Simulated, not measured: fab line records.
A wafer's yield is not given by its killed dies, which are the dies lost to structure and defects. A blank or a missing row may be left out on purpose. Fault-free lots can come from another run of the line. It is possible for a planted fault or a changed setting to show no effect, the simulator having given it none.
Chamber matching | flow n5 finfet | ald hk-01 running N5_MIM_TOP_ALD_00: 4 sister chambers
The step deposits Al2O3, purge time 3 s, co reactant pulse time 3 s. 18 wafers are shown with their chamber, then 9 later ones without.

## WAFERS WITH THEIR CHAMBER
wafer  | chamber | precursor pulse height rel
L075.2 | 3       | 0.976
L075.3 | 0       | 1.010
L075.5 | 0       | 1.029
L076.1 | 3       | 0.986
L076.2 | 2       | 0.991
L076.4 | 1       | 0.980
L079.4 | 2       | 0.999
L079.5 | 1       | 1.029
L079.6 | 0       | 0.992
L085.2 | 2       | 0.990
L085.5 | 3       | 1.030
L085.6 | 0       | 1.024
L086.2 | 0       | 0.976
L086.5 | 1       | 0.965
L086.6 | 2       | 0.965
L094.2 | 3       | 1.000
L094.3 | 1       | 0.994
L094.4 | 0       | 0.986

SIGNATURES (means of the wafers above)
reading                    | chamber 0 | chamber 1 | chamber 2 | chamber 3 | scatter within a chamber
precursor pulse height rel | 1.00283   | 0.99200   | 0.98625   | 0.99800   | 0.0221
Rule: a wafer's distance from a chamber is the root of the sum, over the readings, of the square of ((its reading less the chamber's mean) divided by the reading's scatter). If the next closest chamber is less than 2 further off than the closest, the wafer can't be placed; otherwise it belongs to the closest. The scatter: take each reading less its chamber's mean, square it, sum over the shown wafers, divide by the number of wafers less the number of chambers, and take the root.

## WAFERS WHOSE CHAMBER IS MISSING
wafer  | precursor pulse height rel
L093.2 | 0.976
L093.3 | 0.992
L093.4 | 1.013
L095.1 | 0.973
L095.4 | 1.013
L095.5 | 0.984
L096.1 | 0.990
L096.2 | 1.025
L096.4 | 0.997

## WHICH CHAMBER EACH WENT THROUGH
wafer  | from the rows above               | in truth
L093.2 | can't be placed: 2 or 1 or 3 or 0 | 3
L093.3 | can't be placed: 1 or 2 or 3 or 0 | 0
L093.4 | can't be placed: 0 or 3 or 1 or 2 | 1
L095.1 | can't be placed: 2 or 1 or 3 or 0 | 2
L095.4 | can't be placed: 0 or 3 or 1 or 2 | 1
L095.5 | can't be placed: 2 or 1 or 3 or 0 | 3
L096.1 | can't be placed: 1 or 2 or 3 or 0 | 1
L096.2 | can't be placed: 0 or 3 or 1 or 2 | 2
L096.4 | can't be placed: 3 or 1 or 0 or 2 | 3
Correct placement for 0 of the 9. Can't be placed from these rows: 9 (the true chamber is among the candidates in 9). Number placed wrongly: 0.
